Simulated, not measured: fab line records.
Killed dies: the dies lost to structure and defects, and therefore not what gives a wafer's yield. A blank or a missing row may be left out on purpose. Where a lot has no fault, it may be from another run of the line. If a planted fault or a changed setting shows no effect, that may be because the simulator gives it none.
Which tool was responsible? + flow nandHarc + 12 lots with 36 wafers sampled at 5 steps, on a route of 1159 steps

WHAT THE GAUGES SHOWED, per wafer
NHARC_END_SORT_01. Usual: defectLimitedYield 94.9 %, standard deviation 1.7; killedAtArray 31, standard deviation 12; killedAtOther 0.6, standard deviation 0.85; killedAtPeriphery 3.0, standard deviation 2.3; killedDies 35, standard deviation 12; killedOpen 3.2, standard deviation 1.9; killedShort 1.8, standard deviation 1.4; sort_bin_2_pct 1.6 %, standard deviation 0.7; sort_bin_3_pct 0.28 %, standard deviation 0.22; sort_bin_4_pct 3.3 %, standard deviation 1.2; sortNPass 642, standard deviation 12; sortRimYieldPct 97.7 %, standard deviation 1.5; sortYieldPct 94.9 %, standard deviation 1.7.
| lot  | measured     | on        | defectLimitedYield (%) | killedAtArray | killedAtOther | killedAtPeriphery | killedDies | killedOpen | killedShort | sort_bin_2_pct (%) | sort_bin_3_pct (%) | sort_bin_4_pct (%) | sortNPass   | sortRimYieldPct (%) | sortYieldPct (%) | flag |
|------|--------------|-----------|------------------------|---------------|---------------|-------------------|------------|------------|-------------|--------------------|--------------------|--------------------|-------------|---------------------|------------------|------|
| L661 | day 19 21:23 | prober-02 | 93.9 95.4 95.4         | 39 30 30      | 0 0 0         | 2 1 1             | 41 31 31   | 3 3 1      | 3 1 3       | 1.8 1.3 1.0        | 0.30 0.44 0        | 4.0 2.8 3.5        | 636 646 646 | 96.2 100.0 98.1     | 93.9 95.4 95.4   |      |
| L662 | day 19 13:35 | prober-01 | 97.6 97.3 98.5         | 11 16 7       | 0 0 0         | 5 2 3             | 16 18 10   | 3 3 1      | 2 2 4       | 0.4 1.0 0.3        | 0.30 0.15 0        | 1.6 1.5 1.2        | 661 659 667 | 97.2 98.1 99.1      | 97.6 97.3 98.5   |      |
| L664 | day 21 20:56 | prober-02 | 94.1 94.2 93.9         | 40 34 39      | 0 1 1         | 0 4 1             | 40 39 41   | 0 7 2      | 2 2 2       | 2.1 2.2 2.1        | 0.15 0.44 0.15     | 3.7 3.1 3.8        | 637 638 636 | 98.1 99.1 97.2      | 94.1 94.2 93.9   |      |
| L669 | day 22 05:32 | prober-02 | 96.2 97.5 97.2         | 20 16 15      | 2 0 0         | 4 1 4             | 26 17 19   | 9 0 3      | 1 1 2       | 1.5 0.6 0.6        | 0.15 0.30 0.30     | 2.2 1.6 1.9        | 651 660 658 | 100.0 98.1 95.3     | 96.2 97.5 97.2   |      |
| L670 | day 23 13:31 | prober-02 | 93.1 95.1 93.9         | 46 29 38      | 0 1 1         | 1 3 2             | 47 33 41   | 5 3 5      | 2 3 1       | 2.1 1.5 1.9        | 0.59 0.44 0.15     | 4.3 3.0 4.0        | 630 644 636 | 97.2 99.1 96.2      | 93.1 95.1 93.9   |      |
| L673 | day 23 21:16 | prober-02 | 94.2 96.5 95.0         | 35 23 29      | 1 0 3         | 3 1 2             | 39 24 34   | 2 2 3      | 2 0 0       | 2.2 0.9 1.3        | 0.30 0.30 0.44     | 3.2 2.4 3.2        | 638 653 643 | 96.2 99.1 97.2      | 94.2 96.5 95.0   |      |

WHAT TOOL EACH LOT RAN ON (gives the tool, then ch and the chambers of the sampled wafers, and finally the start)
| lot  | NHARC_P_M2_DESCUM_14              | NHARC_P_M2_PVD_20                      | NHARC_P_M2_ECD_22             | NHARC_P_M2_ANNEAL_31            |
|------|-----------------------------------|----------------------------------------|-------------------------------|---------------------------------|
| L657 | rieDiel-13 ch 0,1,2, day 5 23:29  | pvdSputter-01, day 6 00:59 or earlier  | ecdCu-02 ch 0,1, day 6 00:59  | rtpAnneal-02 ch 0, day 6 01:18  |
| L658 | rieDiel-02 ch 1,2,3, day 6 09:51  | pvdSputter-01, day 6 11:19 or earlier  | ecdCu-02 ch 0,1, day 6 11:19  | rtpAnneal-01 ch 0, day 6 11:41  |
| L660 | rieDiel-02 ch 0,2,3, day 6 23:01  | pvdSputter-01, day 7 00:26 or earlier  | ecdCu-02 ch 0,1, day 7 00:26  | rtpAnneal-02 ch 0, day 7 00:49  |
| L659 | rieDiel-02 ch 1,2,3, day 6 23:22  | pvdSputter-02, day 7 00:45 or earlier  | ecdCu-01 ch 0,1, day 7 00:45  | rtpAnneal-02 ch 0, day 7 01:11  |
| L661 | rieDiel-06 ch 0,3, day 7 08:23    | pvdSputter-01, day 7 10:01 or earlier  | ecdCu-02 ch 0,1, day 7 10:01  | rtpAnneal-02 ch 0, day 7 10:35  |
| L662 | rieDiel-13 ch 0,1,2, day 7 09:07  | pvdSputter-02, day 7 10:43 or earlier  | ecdCu-02 ch 0,1, day 7 10:43  | rtpAnneal-02 ch 0, day 7 11:05  |
| L664 | rieDiel-06 ch 0,2,3, day 8 06:25  | pvdSputter-01, day 8 07:47 or earlier  | ecdCu-01 ch 0,1, day 8 07:47  | rtpAnneal-02 ch 0, day 8 08:10  |
| L667 | rieDiel-02 ch 0,2,3, day 8 23:32  | pvdSputter-01, day 9 00:54 or earlier  | ecdCu-01 ch 1, day 9 00:54    | rtpAnneal-02 ch 0, day 9 01:35  |
| L669 | rieDiel-02 ch 0,1, day 9 08:34    | pvdSputter-02, day 9 10:01 or earlier  | ecdCu-01 ch 0,1, day 9 10:01  | rtpAnneal-02 ch 0, day 9 10:26  |
| L670 | rieDiel-02 ch 0,3, day 9 20:35    | pvdSputter-02, day 9 21:58 or earlier  | ecdCu-01 ch 0,1, day 9 21:58  | rtpAnneal-02 ch 0, day 9 22:20  |
| L673 | rieDiel-02 ch 0,1,2, day 10 06:47 | pvdSputter-01, day 10 08:44 or earlier | ecdCu-01 ch 0,1, day 10 08:44 | rtpAnneal-01 ch 0, day 10 09:08 |
| L675 | rieDiel-13 ch 1,2,3, day 11 03:25 | pvdSputter-02, day 11 04:48 or earlier | ecdCu-01 ch 0,1, day 11 04:48 | rtpAnneal-01 ch 0, day 11 05:10 |
- NHARC_P_M2_DESCUM_14: chemistry O2, time 3 s.
- NHARC_P_M2_PVD_20: deposits TaN, target thk 5 nm, time 8.06 s.
- NHARC_P_M2_ECD_22: material Cu, target thk 400 nm.
- NHARC_P_M2_ANNEAL_31: time 90 s.

AS READ BY THE TOOLS THEMSELVES (means over the sampled wafers that have a number; for cases with no such wafer, the mark the record gives instead)
NHARC_P_M2_DESCUM_14. Usual: drypumpMotorCurrentA 6.0 A, standard deviation 0.41; mfcArSccm 0.005 sccm, standard deviation 0.0067; oesProductAu 1.002 a.u., standard deviation 0.0064; rfVppV 57.8 V, standard deviation 0.98; showerheadPlenumPTorr 1.92 Torr, standard deviation 0.077; throttleValvePct 11.310 %, standard deviation 0.009.
| lot  | tool       | drypumpMotorCurrentA (A) | mfcArSccm (sccm) | oesProductAu (a.u.) | rfVppV (V) | showerheadPlenumPTorr (Torr) | throttleValvePct (%) | flag |
|------|------------|--------------------------|------------------|---------------------|------------|------------------------------|----------------------|------|
| L657 | rieDiel-13 | 6.0                      | 0.005            | 0.993               | 56.9       | 1.88                         | 11.319               |      |
| L658 | rieDiel-02 | 6.1                      | 0.005            | 1.006               | 57.6       | 1.95                         | 11.309               |      |
| L660 | rieDiel-02 | 6.2                      | 0.003            | 1.008               | 57.5       | 1.89                         | 11.308               |      |
| L659 | rieDiel-02 | 6.2                      | 0.005            | 0.999               | 58.1       | 1.95                         | 11.314               |      |
| L661 | rieDiel-06 | 5.7                      | 0.019            | 0.996               | 58.7       | 1.94                         | 11.314               |      |
| L662 | rieDiel-13 | 6.0                      | 0.005            | 1.002               | 57.7       | 1.87                         | 11.314               |      |
| L664 | rieDiel-06 | 5.6                      | 0.010            | 0.996               | 57.9       | 1.98                         | 11.314               |      |
| L667 | rieDiel-02 | 6.2                      | 0.003            | 1.003               | 58.1       | 1.89                         | 11.308               |      |
| L669 | rieDiel-02 | 6.1                      | 0.003            | 1.002               | 57.1       | 1.89                         | 11.308               |      |
| L670 | rieDiel-02 | 6.4                      | 0.005            | 1.004               | 57.1       | 1.86                         | 11.312               |      |
| L673 | rieDiel-02 | 6.1                      | 0.003            | 1.010               | 57.7       | 1.93                         | 11.312               |      |
| L675 | rieDiel-13 | 6.1                      | 0.006            | 1.008               | 57.8       | 1.93                         | 11.305               |      |

NHARC_P_M2_PVD_20. Usual: chamberPressurePa 0.12002 Pa, standard deviation 0.00027; throttleValvePct 30.1 %, standard deviation 0.91.
| lot  | tool          | chamberPressurePa (Pa) | throttleValvePct (%) | flag |
|------|---------------|------------------------|----------------------|------|
| L657 | pvdSputter-01 | 0.11992                | 30.8                 |      |
| L658 | pvdSputter-01 | 0.11992                | 30.5                 |      |
| L660 | pvdSputter-01 | 0.12005                | 30.1                 |      |
| L659 | pvdSputter-02 | 0.12001                | 29.4                 |      |
| L661 | pvdSputter-01 | 0.12022                | 30.9                 |      |
| L662 | pvdSputter-02 | 0.11983                | 30.1                 |      |
| L664 | pvdSputter-01 | 0.11990                | 30.8                 |      |
| L667 | pvdSputter-01 | 0.12013                | 30.7                 |      |
| L669 | pvdSputter-02 | 0.11996                | 29.4                 |      |
| L670 | pvdSputter-02 | 0.11975                | 30.1                 |      |
| L673 | pvdSputter-01 | 0.11992                | 30.0                 |      |
| L675 | pvdSputter-02 | 0.11997                | 28.5                 |      |

NHARC_P_M2_ECD_22. Usual: bathTempC reads 25.00 C (standard deviation 0.096).
| lot  | tool     | bathTempC (C) | flag |
|------|----------|---------------|------|
| L657 | ecdCu-02 | 24.93         |      |
| L658 | ecdCu-02 | 25.01         |      |
| L660 | ecdCu-02 | 25.09         |      |
| L659 | ecdCu-01 | 24.97         |      |
| L661 | ecdCu-02 | 25.03         |      |
| L662 | ecdCu-02 | 24.92         |      |
| L664 | ecdCu-01 | 25.01         |      |
| L667 | ecdCu-01 | 25.14         |      |
| L669 | ecdCu-01 | 24.98         |      |
| L670 | ecdCu-01 | 25.01         |      |
| L673 | ecdCu-01 | 26.03         | OFF  |
| L675 | ecdCu-01 | 26.03         | OFF  |

NHARC_P_M2_ANNEAL_31. Usual: wafer_temp_C_max reads 226.6 (standard deviation 0.38).
| lot  | tool         | wafer_temp_C_max | flag |
|------|--------------|------------------|------|
| L657 | rtpAnneal-02 | 226.7            |      |
| L658 | rtpAnneal-01 | 226.6            |      |
| L660 | rtpAnneal-02 | 227.1            |      |
| L659 | rtpAnneal-02 | 226.4            |      |
| L661 | rtpAnneal-02 | 226.9            |      |
| L662 | rtpAnneal-02 | 227.1            |      |
| L664 | rtpAnneal-02 | 226.7            |      |
| L667 | rtpAnneal-02 | 226.7            |      |
| L669 | rtpAnneal-02 | 226.9            |      |
| L670 | rtpAnneal-02 | 227.2            |      |
| L673 | rtpAnneal-01 | 226.4            |      |
| L675 | rtpAnneal-01 | 226.2            |      |

THE ANSWER, worked out from the rows above alone
Rule: a lot is off if the mean of its wafers that have a number lies more than 3 standard deviations from the usual mean. Also off: a lot with no number at a reading for which 4 or more lots have one. All remaining lots with rows at the step are treated as sound. Order of review: gauges by route order, followed by the tools' own readings, for which a lot's mean as printed above is used. The first step at which some lot is off is used, and at that step the reading that is off furthest; a lot without a number counts as furthest.
Off: L673, L675 (NHARC_P_M2_ECD_22, bathTempC).
If a tool, at that step or one of the process steps before it, ran each lot that is off and ran no sound lot following the first of them, it fits. NHARC_P_M2_PVD_20: start missing for some lots; hours and lot order therefore follow NHARC_P_M2_ECD_22. One candidate fits, namely ecdCu-01 at NHARC_P_M2_ECD_22. A fault onset in the window from L670 (day 9 21:58, its last sound lot) to L673 (day 10 08:44, its first lot off) fits.
The tool's own readings at NHARC_P_M2_ECD_22 bear it out: on the lots that are off they differ by more than 5 times the standard deviation of the sound lots' means. bathTempC reads 26.03 C there against 25.01 C on the sound lots.

WHAT THE SIMULATOR PUT IN
Drift in process parameters on ecdCu-01 at NHARC_P_M2_ECD_22, starting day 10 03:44. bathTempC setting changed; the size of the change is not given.
Struck lots among those shown: L673, L675. This agrees with what the rule above found.
